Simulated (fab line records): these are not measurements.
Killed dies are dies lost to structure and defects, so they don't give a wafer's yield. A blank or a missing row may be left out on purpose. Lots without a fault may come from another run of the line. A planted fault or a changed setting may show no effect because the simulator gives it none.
Chamber matching ; flow n5 finfet ; N5_BEOL_M1_PRE_CLEAN_60 on cvd co-01: 3 sister chambers
The step time 15 s. 6 wafers are shown with their chamber, then 6 later ones without.

WAFERS PAIRED WITH THEIR CHAMBERS
wafer;chamber;heater power w (W)
L646.4;2;69
L649.1;2;70
L653.3;1;89
L653.5;0;80
L655.5;1;89
L655.6;0;82

WAFERS WITHOUT THEIR CHAMBER
wafer;heater power w (W)
L657.1;92
L657.2;80
L657.4;90
L666.3;89
L666.5;90
L666.6;83

WHICH CHAMBER EACH ONE RAN IN
wafer;from the rows above;in truth
L657.1;1;1
L657.2;0;0
L657.4;1;1
L666.3;1;1
L666.5;1;1
L666.6;0;0
Placed correctly: 6 of 6. Number that these rows cannot place: 0. 0 placed wrongly.
How it was worked out, from the rows above alone: a wafer's distance from a chamber is the root of the sum, over the readings, of the square of ((its reading less the chamber's mean) divided by the reading's scatter). If the next closest chamber is less than 2 further off than the closest, the wafer can't be placed; otherwise it belongs to the closest. The mean given for a chamber averages the wafers shown for that chamber. The scatter: take each reading less its chamber's mean, square it, sum over the shown wafers, divide by the number of wafers less the number of chambers, and take the root.
